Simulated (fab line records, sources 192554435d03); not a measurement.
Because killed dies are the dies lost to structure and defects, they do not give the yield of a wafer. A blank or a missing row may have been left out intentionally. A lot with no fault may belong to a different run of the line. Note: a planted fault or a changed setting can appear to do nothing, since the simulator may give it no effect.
Split-lot experiment | flow n5 finfet | route with 1938 steps; 7 lots, 21 wafers read

## ON THE SPLIT
At N5_BEOL_M14_ILD_DEP_00 (deposits SiO2 from TEOS/O2, target thk 1119.3 nm, time 237.4 s), the setting time s was moved away from the recipe's 237.4 s on 10 of the 21 wafers read, by -11.5% to +14.2%. The other wafers ran this setting at the recipe's value.

There is no step in the file separating the split from the reading.

## THE READING
M14_ILD_THK in nanometres, read at N5_BEOL_M14_THK_MEAS_01. A value of 1121 nm with a standard deviation of 15 nm is what fault-free wafers of this fab line usually give.

wafer  | tool, chamber at the split | time s as run, s | against the recipe | M14_ILD_THK, nm | against lot-mates on the recipe
L078.1 | pecvd-01, 2                | 237.4            | recipe             | 1120            | -
L078.3 | pecvd-01, 1                | 237.4            | recipe             | 1126            | -
L078.6 | pecvd-01, 0                | 248              | +4.5%              | 1210            | +87
L083.1 | pecvd-01, 0                | 237.4            | recipe             | 1126            | -
L083.2 | pecvd-01, 2                | 237.4            | recipe             | 1118            | -
L083.6 | pecvd-01, 0                | 237.4            | recipe             | 1133            | -
L088.4 | pecvd-04, 0                | 237.4            | recipe             | 1135            | -
L088.5 | pecvd-04, 1                | 212.5            | -10.5%             | 1019            | -116
L088.6 | pecvd-04, 2                | 212.5            | -10.5%             | 1012            | -123
L089.1 | pecvd-04, 1                | 210              | -11.5%             | 991             | -131
L089.3 | pecvd-04, 2                | 237.4            | recipe             | 1122            | -
L089.5 | pecvd-04, 2                | 210              | -11.5%             | 1002            | -120
L093.1 | pecvd-04, 1                | 237.4            | recipe             | 1107            | -
L093.3 | pecvd-04, 2                | 214.7            | -9.6%              | 988             | -132
L093.6 | pecvd-04, 1                | 237.4            | recipe             | 1132            | -
L094.1 | pecvd-03, 2                | 237.4            | recipe             | 1107            | -
L094.2 | pecvd-03, 0                | 211.7            | -10.8%             | 982             | -125
L094.5 | pecvd-03, 0                | 211.7            | -10.8%             | 1006            | -101
L096.1 | pecvd-03, 2                | 271.2            | +14.2%             | 1255            | +159
L096.2 | pecvd-03, 1                | 237.4            | recipe             | 1096            | -
L096.5 | pecvd-03, 0                | 271.2            | +14.2%             | 1284            | +188

THE FIT
A straight line over all 21 wafers: M14_ILD_THK changes by +11.1 nm for each +1% of time s; r = +0.98; the points scatter about the line by 16 nm.
The same after taking each lot's own level away (the mean of its wafers on the recipe; 21 wafers): +11.8 nm for each +1%; r = +0.99; scatter 13 nm.
On that fit, the largest move of time s shifts the reading by 1.7e+02 nm.
From 1096.0 to 1135.0 nm: that is the span of the lots' own levels, equal to 2.6 times the standard deviation above.
So the lot-to-lot level changes the slope little: the two slopes agree.
Check: for one of the wafers moved furthest among these (+14.2%), held out of the fit, the line's prediction against its lot-mates is +177 nm. It came out at +159 nm against them.

## THE WHOLE CHAIN: every reading that the file lists as answering this split, in the file's order
step                    | what it does                                                   | reading                                                                             | change (the file's fit)              | r (the file's)
N5_BEOL_M14_ILD_DEP_00  | deposits SiO2 from TEOS/O2, target thk 1119.3 nm, time 237.4 s | SiO2_of_BEOL_M14_ILD_DEP_00.thk nm (the simulator's own value, which no gauge read) | +11.9 nm for each +1% of the setting | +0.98
N5_BEOL_M14_THK_MEAS_01 |                                                                | M14_ILD_THK                                                                         | +11.9 for each +1% of the setting    | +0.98
N5_BEOL_M14_VIA_ETCH_16 | etches SiO2 in C4F8/O2/Ar, target depth 1231.3 nm              | etch.depth nm (the simulator's own value, which no gauge read)                      | +11.9 nm for each +1% of the setting | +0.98
N5_BEOL_M14_VIA_ETCH_16 | etches SiO2 in C4F8/O2/Ar, target depth 1231.3 nm              | coat_of_BEOL_M14_COAT_04.thk nm (the simulator's own value, which no gauge read)    | -2.74 nm for each +1% of the setting | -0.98

## FILE'S OWN FIT
M14_ILD_THK changes by +11.9 nm for each +1% of time s, r = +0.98.
